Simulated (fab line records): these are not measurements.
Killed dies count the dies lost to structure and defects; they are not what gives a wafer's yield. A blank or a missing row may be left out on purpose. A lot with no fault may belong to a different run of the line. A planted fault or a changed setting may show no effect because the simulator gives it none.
fab line records	flow n5-finfet	part 1 of 2: steps 1 to 4 of 6
record lots=22	wafers=66	last-day=18
route steps=1938 shown HKMG_FIN@401
lots that met no fault: taken from a fault-free run of the same line
start-h: start of the lot's first displayed wafer, in hours after the record's first day	wait-h: hours elapsed since this lot's preceding step	" the same as in the row above	L1.1+2: a row that stands for several wafers	- value missing, or start not given	* or withheld: withheld	< > ~ a bound
route shown NAME@n: names a module that has steps shown in the file, with the first one's number in the route	usual: mean and standard deviation over wafers with no fault	same: alike in all rows	chamber/n: place in a boat	sites: each site's reading	_std_site: how widely they spread, as a standard deviation	_edge_site: inner sites' mean taken away from outer sites' mean	radius-mm: how far each site lies from the wafer's centre	mask NAME#n: copy n	behind: the tool/chamber that last shaped the wafer	hold: why the lot went on hold/how many hours it stayed there/how the hold came to an end	device: the n, p or np transistor that did not switch	end of line: at the end of the route, the tests of the same wafers	for a step that has no rows: nothing shown but its recipe	killed: dies that structure and defects cost at the first sort, which is not the same as the wafer's yield	map: dies across one wafer; x = killed, . = not, _ = none there
set.NAME: the setting the step ran with; set.NAME@STEP: the setting that earlier step ran with	model.NAME: the simulator's own value behind a step, which no gauge read
route steps across a sampled set of lots; one table per step, one row per wafer
services: the hour from which a tool's chamber was out of use, counted from the record's first day as start-h (under 0 if before that day), plus the number of hours and why
## steps
# step N5_HKMG_FIN_DESCUM_53
# recipe chemistry=O2	time-s=7.9	source-power-w=50	bias-power-w=20	pressure-mtorr=20	rf-frequency-hz=2.712e+07	temp-c=40	resist=CAR-ArF	o2-flow-sccm=225
# usual drypump-motor-current-A=5.7/0.38	oes-product-au=0.80/0.085	rf-vpp-V=243.2/1.5	showerhead-plenum-p-Torr=2.10/0.077	throttle-valve-pct=20.45/0.25
# same time-s=7.9
lot.wafer	tool	chamber	start-h	wait-h	drypump-motor-current-A	oes-product-au	rf-hours-counter-h	rf-vpp-V	showerhead-plenum-p-Torr	throttle-valve-pct
L074.1	rie-diel-01	2	69.52	0.0	6.2	0.73	168	244.1	2.09	20.32
L074.2	"	1	"	"	6.0	0.70	193	242.6	2.08	20.47
L074.3	"	0	"	"	6.1	0.86	61	243.3	2.04	20.11
L075.1	rie-diel-03	0	75.26	0.0	5.1	0.69	228	242.2	2.06	20.57
L075.5	"	2	"	"	5.5	0.80	-	244.5	2.20	20.79
L075.6	"	1	"	"	6.3	0.69	-	244.6	2.06	20.29
L076.1	rie-diel-01	1	82.28	0.1	6.0	0.71	197	242.5	2.08	20.47
L076.3	"	2	"	"	6.2	0.74	173	242.2	2.09	20.31
L076.4	"	3	"	"	5.7	0.82	89	242.7	2.03	20.61
L077.1	rie-diel-04	2	86.97	0.2	5.6	0.77	146	242.8	2.17	20.70
L077.5	"	2	"	"	5.6	0.78	-	245.1	2.17	20.71
L077.6	"	3	"	"	5.7	0.91	-	244.9	2.23	20.46
L078.3	rie-diel-01	2	96.15	0.0	6.2	0.73	178	243.0	2.09	20.34
L078.4	"	0	"	"	6.0	0.84	70	242.1	2.04	20.12
L078.6	"	1	"	"	5.9	0.69	-	243.2	2.08	20.48
L079.2	rie-diel-04	3	99.51	0.0	5.6	0.90	11	245.5	2.23	20.45
L079.3	"	2	"	"	5.6	0.78	151	243.9	2.17	20.73
L079.4	"	1	"	"	6.2	0.89	22	243.0	2.22	20.28
L080.1	rie-diel-03	2	108.19	0.0	5.5	0.79	119	242.7	2.20	20.81
L080.3	"	0	"	"	5.1	0.68	240	243.6	2.05	20.60
L080.5	"	3	"	"	6.0	0.78	-	242.8	2.01	20.56
L081.1	rie-diel-04	2	115.04	0.0	5.6	0.77	156	244.4	2.16	20.73
L081.4	"	1	"	"	6.2	0.88	28	243.9	2.21	20.29
L081.6	"	0	"	"	5.5	0.90	-	242.7	2.05	20.07
L082.1	rie-diel-04	1	117.09	0.0	6.2	0.88	28	244.4	2.21	20.30
L082.4	"	2	"	"	5.6	0.77	157	244.4	2.16	20.72
L082.5	"	1	"	"	6.2	0.88	-	244.3	2.21	20.28
L083.2	rie-diel-03	2	125.73	0.0	5.4	0.79	125	243.4	2.20	20.84
L083.5	"	2	"	"	5.5	0.79	-	244.7	2.20	20.84
L083.6	"	1	"	"	6.4	0.68	-	242.1	2.05	20.31
L084.1	rie-diel-03	2	132.79	0.0	5.5	0.78	128	243.9	2.20	20.83
L084.4	"	3	"	"	5.9	0.77	147	242.4	2.01	20.57
L084.5	"	3	"	"	5.9	0.77	-	241.6	2.01	20.58
L085.1	rie-diel-03	3	141.40	0.0	5.9	0.77	150	241.7	2.01	20.58
L085.4	"	2	"	"	5.5	0.77	-	245.7	2.20	20.81
L085.6	"	3	"	"	5.9	0.77	-	239.8	2.01	20.58
L087.3	rie-diel-04	0	149.18	0.0	5.5	0.87	60	240.8	2.04	20.10
L087.4	"	3	"	"	5.7	0.86	27	245.5	2.22	20.47
L087.6	"	0	"	"	5.4	0.86	-	243.4	2.04	20.07
L088.1	rie-diel-03	0	157.56	0.3	5.1	0.67	259	243.3	2.05	20.63
L088.2	"	2	"	"	5.5	0.77	138	243.3	2.19	20.83
L088.6	"	2	"	"	5.5	0.76	-	244.6	2.19	20.84
L090.1	rie-diel-01	0	171.72	0.0	6.1	0.82	95	240.3	2.03	20.15
L090.2	"	3	"	"	5.8	0.78	117	242.1	2.02	20.63
L090.3	"	2	"	"	6.2	0.71	202	241.1	2.08	20.36
L092.1	rie-diel-04	3	179.82	0.0	5.6	0.84	39	245.9	2.22	20.49
L092.2	"	2	"	"	5.6	0.76	178	245.3	2.16	20.75
L092.3	"	0	"	"	5.5	0.86	73	240.8	2.04	20.11
L091.1	rie-diel-03	2	182.00	0.1	5.5	0.76	149	245.2	2.19	20.85
L091.4	"	1	"	"	6.3	0.95	-	243.2	2.05	19.98
L091.6	"	2	"	"	5.5	0.76	-	245.7	2.19	20.85
L093.3	rie-diel-03	3	188.01	0.0	6.0	0.76	167	241.8	2.00	20.61
L093.4	"	2	"	"	5.5	0.76	152	245.3	2.19	20.85
L093.6	"	2	"	"	5.5	0.76	-	244.7	2.19	20.86
L094.1	rie-diel-04	3	191.20	0.0	5.6	0.84	44	245.3	2.22	20.50
L094.4	"	1	"	"	6.2	0.85	41	244.2	2.21	20.29
L094.6	"	1	"	"	6.2	0.86	-	245.3	2.21	20.31
L095.2	rie-diel-03	3	197.88	0.0	5.9	0.76	172	240.2	2.00	20.61
L095.3	"	1	"	"	6.3	0.94	15	243.0	2.05	19.99
L095.6	"	0	"	"	5.1	0.95	-	242.5	2.04	20.23
L096.1	rie-diel-04	2	203.30	0.0	5.6	0.74	188	245.1	2.15	20.78
L096.2	"	0	"	"	5.5	0.85	83	243.0	2.04	20.13
L096.5	"	1	"	"	6.1	0.86	-	244.8	2.21	20.30
L097.1	rie-diel-03	1	210.92	0.0	6.3	0.93	19	243.0	2.05	20.01
L097.4	"	0	"	"	5.1	0.94	10	242.8	2.04	20.23
L097.6	"	1	"	"	6.3	0.93	-	240.4	2.05	20.00
# step N5_HKMG_FIN_STRIP_60
# recipe chemistry=N2/H2	power-w=2500	temp-c=300	h2-frac=0.65	time-s=360	pressure-mtorr=withheld	n2-flow-sccm=1750	h2-flow-sccm=3250
# usual drypump-motor-current-A=5.4/0.45	heater-power-w=466/32
# same time-s=360
lot.wafer	tool	chamber	start-h	wait-h	drypump-motor-current-A	heater-power-w	rf-hours-counter-h
L074.1	plasma-asher-01	1	70.39	0.0	6.0	500	37
L074.2	"	0	"	"	4.9	458	37
L074.3	"	0	"	"	4.9	463	-
L075.1	plasma-asher-01	0	76.14	0.0	4.9	445	38
L075.5	"	0	"	"	4.9	463	-
L075.6	"	1	"	"	6.0	501	-
L076.1	plasma-asher-02	0	83.16	0.0	5.7	413	87
L076.3	"	0	"	"	5.7	427	-
L076.4	"	1	"	"	5.0	492	-
L077.1	plasma-asher-01	1	87.85	0.0	6.0	505	41
L077.5	"	0	"	"	4.9	458	-
L077.6	"	1	"	"	6.0	505	-
L078.3	plasma-asher-02	0	97.15	0.1	5.8	418	-
L078.4	"	1	"	"	5.0	481	-
L078.6	"	0	"	"	5.8	411	-
L079.2	plasma-asher-01	1	100.39	0.0	6.0	500	43
L079.3	"	0	"	"	5.0	454	-
L079.4	"	1	"	"	6.0	500	-
L080.1	plasma-asher-01	0	109.07	0.0	4.9	462	45
L080.3	"	1	"	"	6.0	513	-
L080.5	"	1	"	"	6.0	502	-
L081.1	plasma-asher-02	1	115.93	0.0	5.0	478	93
L081.4	"	1	"	"	5.0	485	-
L081.6	"	0	"	"	5.8	426	-
L082.1	plasma-asher-01	1	117.96	0.0	6.0	491	46
L082.4	"	0	"	"	4.9	456	-
L082.5	"	1	"	"	6.0	499	-
L083.2	plasma-asher-02	1	126.60	0.0	5.0	462	95
L083.5	"	0	"	"	5.7	426	-
L083.6	"	1	"	"	5.0	486	-
L084.1	plasma-asher-01	0	133.67	0.0	4.9	461	50
L084.4	"	1	"	"	6.0	498	-
L084.5	"	1	"	"	6.0	508	-
L085.1	plasma-asher-02	0	142.27	0.0	5.7	416	97
L085.4	"	1	"	"	5.0	494	-
L085.6	"	1	"	"	5.0	487	-
L087.3	plasma-asher-01	1	150.18	0.2	6.0	514	-
L087.4	"	0	"	"	4.9	465	-
L087.6	"	1	"	"	6.0	485	-
L088.1	plasma-asher-01	1	158.43	0.0	6.0	512	55
L088.2	"	0	"	"	5.0	454	55
L088.6	"	0	"	"	4.9	457	-
L090.1	plasma-asher-02	1	172.65	0.0	5.0	478	103
L090.2	"	0	"	"	5.7	419	103
L090.3	"	0	"	"	5.7	414	-
L092.1	plasma-asher-02	1	180.70	0.0	5.0	479	105
L092.2	"	0	"	"	5.8	425	105
L092.3	"	1	"	"	5.0	491	-
L091.1	plasma-asher-02	0	182.88	0.0	5.7	423	105
L091.4	"	1	"	"	5.0	469	-
L091.6	"	0	"	"	5.7	430	-
L093.3	plasma-asher-02	1	189.01	0.1	5.0	487	-
L093.4	"	0	"	"	5.7	418	-
L093.6	"	0	"	"	5.7	426	-
L094.1	plasma-asher-02	0	192.09	0.0	5.7	410	107
L094.4	"	1	"	"	5.0	491	-
L094.6	"	1	"	"	5.0	488	-
L095.2	plasma-asher-01	0	198.76	0.0	4.9	455	63
L095.3	"	0	"	"	4.9	456	-
L095.6	"	0	"	"	4.9	454	-
L096.1	plasma-asher-01	0	204.18	0.0	5.0	461	64
L096.2	"	1	"	"	6.0	490	64
L096.5	"	1	"	"	6.0	512	-
L097.1	plasma-asher-02	1	211.80	0.0	5.0	492	111
L097.4	"	0	"	"	5.7	422	-
L097.6	"	0	"	"	5.7	417	-
# step N5_HKMG_FIN_INSPECT_14
# recipe mode=adi	inspect-instrument=macro
# usual raw-defect-count=2.0/1.4
lot.wafer	tool	chamber	start-h	wait-h	raw-defect-count
L074.1	defect-inspect-02	-	72.75	0.0	3
L074.2	"	-	"	"	0
L074.3	"	-	"	"	4
L075.1	defect-inspect-01	-	78.61	0.0	2
L075.5	"	-	"	"	3
L075.6	"	-	"	"	3
L076.1	defect-inspect-01	-	85.78	0.0	2
L076.3	"	-	"	"	1
L076.4	"	-	"	"	0
L077.1	defect-inspect-01	-	90.20	0.0	1
L077.5	"	-	"	"	2
L077.6	"	-	"	"	4
L078.3	defect-inspect-02	-	99.75	0.0	0
L078.4	"	-	"	"	2
L078.6	"	-	"	"	1
L079.2	defect-inspect-01	-	102.82	0.0	1
L079.3	"	-	"	"	3
L079.4	"	-	"	"	0
L080.1	defect-inspect-01	-	111.52	0.0	4
L080.3	"	-	"	"	1
L080.5	"	-	"	"	2
L081.1	defect-inspect-01	-	118.39	0.0	2
L081.4	"	-	"	"	3
L081.6	"	-	"	"	1
L082.1	defect-inspect-02	-	120.42	0.0	3
L082.4	"	-	"	"	5
L082.5	"	-	"	"	0
L083.2	defect-inspect-01	-	129.07	0.0	2
L083.5	"	-	"	"	1
L083.6	"	-	"	"	2
L084.1	defect-inspect-01	-	136.03	0.0	4
L084.4	"	-	"	"	2
L084.5	"	-	"	"	4
L085.1	defect-inspect-01	-	144.75	0.0	0
L085.4	"	-	"	"	0
L085.6	"	-	"	"	0
L087.3	defect-inspect-01	-	152.41	0.0	4
L087.4	"	-	"	"	0
L087.6	"	-	"	"	1
L088.1	defect-inspect-01	-	160.97	0.0	3
L088.2	"	-	"	"	4
L088.6	"	-	"	"	2
L090.1	defect-inspect-01	-	175.19	0.0	2
L090.2	"	-	"	"	1
L090.3	"	-	"	"	3
L092.1	defect-inspect-02	-	183.15	0.0	1
L092.2	"	-	"	"	1
L092.3	"	-	"	"	5
L091.1	defect-inspect-02	-	185.47	0.0	3
L091.4	"	-	"	"	1
L091.6	"	-	"	"	2
L093.3	defect-inspect-02	-	191.43	0.0	0
L093.4	"	-	"	"	1
L093.6	"	-	"	"	2
L094.1	defect-inspect-01	-	194.45	0.0	3
L094.4	"	-	"	"	1
L094.6	"	-	"	"	0
L095.2	defect-inspect-02	-	201.23	0.0	3
L095.3	"	-	"	"	0
L095.6	"	-	"	"	0
L096.1	defect-inspect-02	-	206.64	0.0	4
L096.2	"	-	"	"	0
L096.5	"	-	"	"	3
L097.1	defect-inspect-01	-	214.26	0.0	4
L097.4	"	-	"	"	3
L097.6	"	-	"	"	1
# step N5_HKMG_FIN_ETCH_31
# recipe chemistry=CF4	target=SiARC	target-depth-a=455	mask-material=CAR-ArF	time-s=75.8	ion-energy-ev=80	pressure-mtorr=40	source-w=545	bias-w=36	Ar_flow_sccm=100	cf4-flow-sccm=100	ends=cleared
# usual drypump-motor-current-A=5.8/0.35	etch-rf-on-time-s=75.7/1.3	oes-product-au=0.68/0.072	rf-vpp-V=184.2/1.2	showerhead-plenum-p-Torr=2.14/0.076	throttle-valve-pct=15.62/0.27
lot.wafer	tool	chamber	start-h	wait-h	drypump-motor-current-A	etch-rf-on-time-s	oes-product-au	rf-hours-counter-h	rf-vpp-V	showerhead-plenum-p-Torr	throttle-valve-pct
L074.1	rie-diel-04	3	72.82	0.0	5.6	76.4	0.80	1	185.4	2.29	15.57
L074.2	"	2	"	"	5.6	77.2	0.66	142	185.6	2.23	15.95
L074.3	"	0	"	"	5.5	74.4	0.77	33	183.7	2.10	15.19
L075.1	rie-diel-01	1	78.70	0.0	6.0	76.7	0.60	196	184.1	2.12	15.63
L075.5	"	3	"	"	5.7	74.4	0.69	-	183.6	2.08	15.70
L075.6	"	0	"	"	6.0	76.7	0.74	-	183.0	2.08	15.18
L076.1	rie-diel-04	1	85.85	0.0	6.3	75.7	0.77	18	184.5	2.28	15.48
L076.3	"	0	"	"	5.5	73.9	0.77	38	185.8	2.10	15.22
L076.4	"	3	"	"	5.7	76.4	0.78	7	186.6	2.28	15.58
L077.1	rie-diel-04	1	90.27	0.0	6.2	76.2	0.76	19	185.8	2.28	15.48
L077.5	"	3	"	"	5.7	75.7	0.78	-	185.5	2.28	15.57
L077.6	"	0	"	"	5.5	73.8	0.77	-	184.7	2.10	15.21
L078.3	rie-diel-01	2	99.82	0.0	6.2	78.9	0.62	179	184.9	2.13	15.49
L078.4	"	1	"	"	6.0	76.4	0.60	203	184.3	2.12	15.68
L078.6	"	0	"	"	6.0	76.5	0.73	-	183.4	2.08	15.21
L079.2	rie-diel-04	1	102.89	0.0	6.2	76.8	0.75	24	185.7	2.28	15.49
L079.3	"	2	"	"	5.6	76.5	0.65	153	186.7	2.23	15.98
L079.4	"	0	"	"	5.5	74.3	0.76	45	184.0	2.10	15.21
L080.1	rie-diel-01	3	111.59	0.0	5.8	73.8	0.69	98	184.5	2.08	15.74
L080.3	"	2	"	"	6.2	78.7	0.61	183	185.1	2.13	15.50
L080.5	"	3	"	"	5.7	73.6	0.69	-	182.6	2.08	15.75
L081.1	rie-diel-03	0	118.66	0.0	5.1	77.5	0.57	243	182.1	2.11	15.90
L081.4	"	2	"	"	5.5	75.2	0.67	123	185.3	2.23	15.89
L081.6	"	2	"	"	5.5	74.8	0.67	-	185.8	2.23	15.89
L082.1	rie-diel-01	1	120.49	0.0	6.0	75.0	0.60	210	184.3	2.12	15.68
L082.4	"	0	"	"	6.0	75.2	0.73	78	181.9	2.07	15.22
L082.5	"	0	"	"	6.0	75.0	0.72	-	183.0	2.07	15.22
L083.2	rie-diel-03	0	129.14	0.0	5.1	77.2	0.57	247	183.6	2.11	15.90
L083.5	"	2	"	"	5.5	75.0	0.67	-	184.1	2.23	15.90
L083.6	"	1	"	"	6.3	75.3	0.58	-	183.8	2.11	15.65
L084.1	rie-diel-03	0	136.10	0.0	5.1	77.0	0.58	249	183.5	2.11	15.90
L084.4	"	1	"	"	6.4	75.0	0.58	250	183.8	2.11	15.66
L084.5	"	2	"	"	5.5	75.2	0.67	-	185.5	2.23	15.92
L085.1	rie-diel-04	3	144.82	0.0	5.6	76.9	0.74	25	185.4	2.28	15.64
L085.4	"	1	"	"	6.2	76.3	0.73	36	185.3	2.27	15.52
L085.6	"	1	"	"	6.2	76.5	0.74	-	186.7	2.27	15.50
L087.3	rie-diel-01	2	152.48	0.0	6.2	78.1	0.60	195	183.8	2.13	15.53
L087.4	"	0	"	"	6.1	75.9	0.70	88	181.5	2.07	15.25
L087.6	"	1	"	"	5.9	76.2	0.59	-	183.5	2.11	15.70
L088.1	rie-diel-03	1	161.38	0.0	6.3	73.7	0.86	1	183.1	2.11	15.16
L088.2	"	3	"	"	5.9	74.5	0.66	160	182.8	2.06	15.81
L088.6	"	2	"	"	5.5	75.1	0.66	-	185.8	2.23	15.92
L090.1	rie-diel-01	2	175.26	0.0	6.2	78.9	0.60	204	184.9	2.12	15.56
L090.2	"	1	"	"	5.9	76.5	0.58	228	183.5	2.11	15.72
L090.3	"	3	"	"	5.7	74.5	0.67	118	184.2	2.07	15.78
L092.1	rie-diel-03	1	183.22	0.0	6.3	74.7	0.81	10	183.3	2.10	15.19
L092.2	"	2	"	"	5.5	75.2	0.66	150	185.9	2.22	15.95
L092.3	"	0	"	"	5.1	73.8	0.83	1	185.1	2.10	15.41
L091.1	rie-diel-03	1	186.03	0.0	6.4	74.5	0.81	11	184.1	2.10	15.19
L091.4	"	3	"	"	5.9	75.4	0.65	166	183.2	2.06	15.85
L091.6	"	3	"	"	5.9	74.8	0.65	-	184.4	2.06	15.82
L093.3	rie-diel-03	2	191.50	0.0	5.5	75.5	0.65	153	184.5	2.22	15.96
L093.4	"	0	"	"	5.1	74.8	0.81	4	183.3	2.10	15.41
L093.6	"	2	"	"	5.4	75.2	0.65	-	185.5	2.22	15.95
L094.1	rie-diel-01	0	194.54	0.0	6.1	77.0	0.69	102	183.1	2.07	15.29
L094.4	"	1	"	"	6.0	76.6	0.58	236	186.3	2.11	15.74
L094.6	"	1	"	"	6.0	76.0	0.58	-	184.6	2.11	15.73
L095.2	rie-diel-04	1	201.40	0.0	6.2	75.9	0.72	45	185.8	2.27	15.53
L095.3	"	2	"	"	5.6	76.8	0.63	187	186.1	2.21	16.07
L095.6	"	3	"	"	5.7	77.6	0.70	-	184.5	2.27	15.66
L096.1	rie-diel-03	2	207.11	0.0	5.5	75.3	0.64	158	185.6	2.22	15.97
L096.2	"	3	"	"	5.9	75.3	0.64	174	183.6	2.06	15.85
L096.5	"	2	"	"	5.4	76.0	0.64	-	185.0	2.22	15.96
L097.1	rie-diel-01	2	214.33	0.0	6.2	78.7	0.59	218	184.1	2.12	15.58
L097.4	"	1	"	"	6.0	76.2	0.57	240	184.1	2.11	15.73
L097.6	"	3	"	"	5.7	73.9	0.66	-	182.6	2.07	15.81
